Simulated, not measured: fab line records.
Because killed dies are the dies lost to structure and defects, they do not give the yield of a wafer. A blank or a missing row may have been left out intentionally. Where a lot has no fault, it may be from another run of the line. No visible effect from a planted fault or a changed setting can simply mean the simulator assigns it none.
Comparing a struck lot with a sound one	flow nand-harc	21 out of 1302 route steps
Sound: these wafers, L611.1, L611.5, L611.6. Wafers L623.3, L623.4, L623.6 were the ones struck. The cause is named last.
Each step with rows lists, per side, the tool, then ch with its chambers, then its first start. Under that, the readings that differ: sound wafers	struck wafers	difference of the means	sigmas: that difference in standard deviations of wafers without a fault.
alike: words and numbers the same on both sides, and readings whose means are apart by under 2 such deviations; not compared: readings that were withheld, readings missing a value for some wafer, numbers with overlapping values and no deviation given by the record, and bounds like >300 which may hide the same value.
The two part at a step that has a row with sigmas, a row that says differs or no value, or rows on one side only. Numbers that have no deviation but don't overlap get no sigmas and don't part them. Lack of a reading on every wafer of one side parts them only where that side has two or more wafers.

NHARC_A_CHANNEL_HOLE_D1_CD_MEAS_18:
  sound: cd-sem-03 at day 12 06:25; struck: cd-sem-03 at day 17 07:06
  alike: cd-nm
NHARC_A_CHANNEL_HOLE_D1_ETCH_19: etches the open film in C4F8/O2/Ar, time 34.5 s.
  sound on har-etch-02 ch 0,1, day 12 06:29; struck on har-etch-01 ch 0,1, day 17 13:19
  alike: drypump-motor-current-A, he-backside-leak-sccm, showerhead-plenum-p-Torr, temp-c, throttle-valve-pct
  not compared: rf-hours-counter-h
then, 2 steps without rows for these wafers: NHARC_A_CHANNEL_HOLE_D1_ETCH_20 (etches the open film in C4F8/O2/Ar, time 361.9 s, target depth 1600 nm); NHARC_A_CHANNEL_HOLE_D1_ETCH_21 (etches the open film in C4F8/O2/Ar, time 514.3 s, target depth 1600 nm).
NHARC_A_CHANNEL_HOLE_D1_ETCH_22: etches the open film in C4F8/O2/Ar, time 666.7 s, target depth 1600 nm.
  sound on har-etch-02 ch 0,1, day 12 07:21; struck on har-etch-01 ch 0,1, day 17 14:20
  alike: drypump-motor-current-A, he-backside-leak-sccm, showerhead-plenum-p-Torr, temp-c, throttle-valve-pct
  not compared: rf-hours-counter-h
then, 1 step without rows for these wafers: NHARC_A_CHANNEL_HOLE_D1_ETCH_23 (etches the open film in C4F8/O2/Ar, time 819 s, target depth 1600 nm).
NHARC_A_CHANNEL_HOLE_D1_ETCH_24: etches the open film in C4F8/O2/Ar, time 906.2 s, target depth 1500 nm.
  sound on har-etch-02 ch 0,1, day 12 08:37; struck on har-etch-01 ch 0,1, day 17 15:40
  alike: drypump-motor-current-A, he-backside-leak-sccm, showerhead-plenum-p-Torr, temp-c, throttle-valve-pct
  not compared: rf-hours-counter-h
then, 1 step without rows for these wafers: NHARC_A_CHANNEL_HOLE_D1_ETCH_25 (etches the open film in C4F8/O2/Ar, time 1040.2 s, target depth 1500 nm).
NHARC_A_CHANNEL_HOLE_D1_ETCH_26: etches the open film in C4F8/O2/Ar, time 224.1 s, target depth 300 nm.
  sound on har-etch-02 ch 0,1, day 12 10:14; struck on har-etch-01 ch 0,1, day 17 17:07
  alike: drypump-motor-current-A, he-backside-leak-sccm, showerhead-plenum-p-Torr, temp-c, throttle-valve-pct
  not compared: rf-hours-counter-h
then, 3 steps without rows for these wafers: NHARC_A_CHANNEL_HOLE_D1_ETCH_33 (etches the open film in C4F8/O2/Ar, time 90 s, target depth 400 nm); NHARC_A_CHANNEL_HOLE_D1_STRIP_41 (strips in N2/H2); NHARC_A_CHANNEL_HOLE_D1_STRIP_42 (strips in CF4/CHF3).
NHARC_A_CHANNEL_HOLE_D1_STRIP_43: strips in O2/COS.
  sound on rie-diel-04 ch 1,2, day 12 11:14; struck on rie-diel-12 ch 0,3, day 17 17:56
NHARC_A_CHANNEL_HOLE_D1_ETCH_44: etches the open film in CF4/O2, target depth 140 nm, overetch 14 nm, time 77 s.
  sound on rie-diel-04 ch 2,3, day 12 11:20; struck on rie-diel-12 ch 0,2, day 17 18:00
reading	sound	struck	difference	sigmas
oes-product-au (a.u.)	1.007 1.000 1.010	0.985 1.003 0.985	-0.015	-2
  alike: drypump-motor-current-A, rf-vpp-V, showerhead-plenum-p-Torr, throttle-valve-pct
  not compared: rf-hours-counter-h
then, 3 steps without rows for these wafers: NHARC_A_CHANNEL_HOLE_D1_STRIP_27 (strips in O2); NHARC_A_CHANNEL_HOLE_D1_PRECLEAN_28 (cleans in SC1); NHARC_A_CHANNEL_HOLE_D1_SRD_29.
NHARC_A_CHANNEL_HOLE_D1_CD_MEAS_30:
  sound: cd-sem-02 at day 12 12:13; struck: cd-sem-02 at day 17 18:47
  alike: cd-nm
next, for these wafers, 1 step has no rows: NHARC_A_CHANNEL_HOLE_D1_XSEM_31.
NHARC_A_CHANNEL_HOLE_D1_INSPECT_40:
  sound: defect-inspect-02 at day 12 12:25; struck: defect-inspect-02 at day 17 18:58
  alike: raw-defect-count
-- record jumps: 17 days between struck wafers' starts before vs after; left off in module A_CHANNEL_HOLE_D1, resumes in module END, first step shown is number 1302 of the route --
NHARC_END_SORT_01:
  sound on prober-02 ch 0, day 28 05:15; struck on prober-01 ch 0, day 34 14:40
reading	sound	struck	difference	sigmas
hold	- - -	await-dispo/5.9h/scrap await-dispo/5.9h/scrap await-dispo/5.9h/scrap	no value on the sound wafers	
killed-at-array	33 35 57	670 676 674	+632	+39
killed-dies	37 35 57	677 677 677	+634	+40
  alike: killed-at-other, killed-at-periphery, killed-open, killed-short

== WHERE THEY PART ==
Last at NHARC_END_SORT_01 as far as this record goes, first at NHARC_A_CHANNEL_HOLE_D1_ETCH_44.

WHY: whatever the simulator had introduced
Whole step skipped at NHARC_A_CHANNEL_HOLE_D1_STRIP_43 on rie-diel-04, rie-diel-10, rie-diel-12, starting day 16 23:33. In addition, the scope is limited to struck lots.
